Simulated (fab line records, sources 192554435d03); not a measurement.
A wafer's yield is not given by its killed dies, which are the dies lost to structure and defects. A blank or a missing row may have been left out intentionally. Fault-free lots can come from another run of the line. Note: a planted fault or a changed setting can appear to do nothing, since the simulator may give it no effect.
Lot-split experiment -- flow n5_finfet -- 7 lots, 39 wafers read, on a route of 1938 steps

## THE SPLIT
At N5_DUMMY_GATE_HM_DEP_06 (deposits SiNx from DCS/NH3, target thk 80 nm, time 5141 s), the setting target_thk_a was moved away from the recipe's 800 angstrom on 18 of the 39 wafers read, by -59.8% to +34.0%. This setting was run at the recipe's value on the other wafers.

The split's own step is where the reading is taken.

## THE READING
SiNx_of_DUMMY_GATE_HM_DEP_06.thk_nm (the simulator's own value, which no gauge read), in nm, at N5_DUMMY_GATE_HM_DEP_06 (deposits SiNx from DCS/NH3, target thk 80 nm, time 5141 s). The file does not state a usual value for it. The 21 wafers here that ran the recipe average 79.7 nm, standard deviation 0.82 nm.

wafer,"tool, chamber at the split","target_thk_a as run, angstrom",against the recipe,"SiNx_of_DUMMY_GATE_HM_DEP_06.thk_nm, nm",against lot-mates on the recipe
L074.1,"-, -",800,recipe,80,-
L074.2,"-, -",800,recipe,79.8,-
L074.3,"-, -",800,recipe,79.8,-
L074.6,"-, -",800,recipe,79.8,-
L074.4,"-, -",800,recipe,79.6,-
L074.5,"-, -",800,recipe,79.6,-
L080.1,"lpcvd-02, 1/40,1/54",800,recipe,81,-
L080.4,"lpcvd-02, 1/40,1/54",800,recipe,81,-
L080.6,"lpcvd-02, 1/64",800,recipe,81.4,-
L087.1,"-, -",393.6,-50.8%,39.8,no lot-mate on the recipe
L087.3,"-, -",393.6,-50.8%,39.8,no lot-mate on the recipe
L087.2,"-, -",393.6,-50.8%,40,no lot-mate on the recipe
L087.4,"-, -",393.6,-50.8%,40.2,no lot-mate on the recipe
L087.5,"-, -",393.6,-50.8%,40.8,no lot-mate on the recipe
L087.6,"-, -",393.6,-50.8%,40.6,no lot-mate on the recipe
L088.1,"-, -",321.9,-59.8%,32.2,no lot-mate on the recipe
L088.2,"-, -",321.9,-59.8%,32.6,no lot-mate on the recipe
L088.5,"-, -",321.9,-59.8%,32.6,no lot-mate on the recipe
L088.6,"-, -",321.9,-59.8%,32.6,no lot-mate on the recipe
L088.3,"-, -",321.9,-59.8%,32,no lot-mate on the recipe
L088.4,"-, -",321.9,-59.8%,32.4,no lot-mate on the recipe
L090.1,"-, -",800,recipe,79.8,-
L090.2,"-, -",800,recipe,80.4,-
L090.3,"-, -",800,recipe,79.4,-
L090.4,"-, -",800,recipe,80.2,-
L090.5,"-, -",800,recipe,80,-
L090.6,"-, -",800,recipe,79.2,-
L095.1,"-, -",800,recipe,79.4,-
L095.2,"-, -",800,recipe,78.8,-
L095.3,"-, -",800,recipe,79,-
L095.4,"-, -",800,recipe,78.4,-
L095.5,"-, -",800,recipe,78.2,-
L095.6,"-, -",800,recipe,78.6,-
L096.1,"-, -",1072,+34.0%,108,no lot-mate on the recipe
L096.2,"-, -",1072,+34.0%,107.2,no lot-mate on the recipe
L096.3,"-, -",1072,+34.0%,108.2,no lot-mate on the recipe
L096.4,"-, -",1072,+34.0%,108.2,no lot-mate on the recipe
L096.5,"-, -",1072,+34.0%,107.8,no lot-mate on the recipe
L096.6,"-, -",1072,+34.0%,108.6,no lot-mate on the recipe
If several chambers appear in one row, that row covers several wafers at once and the file leaves open which wafer was in which chamber.

FIT RESULTS
A straight line over all 39 wafers: SiNx_of_DUMMY_GATE_HM_DEP_06.thk_nm changes by +0.797 nm for each +1% of target_thk_a; r = +1.00; the points scatter about the line by 0.84 nm.
Too few moved wafers with a lot-mate on the recipe to fit a line net of each lot's own level.

## FILE'S OWN FIT
SiNx_of_DUMMY_GATE_HM_DEP_06.thk_nm changes by +0.797 nm for each +1% of target_thk_a, r = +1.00.
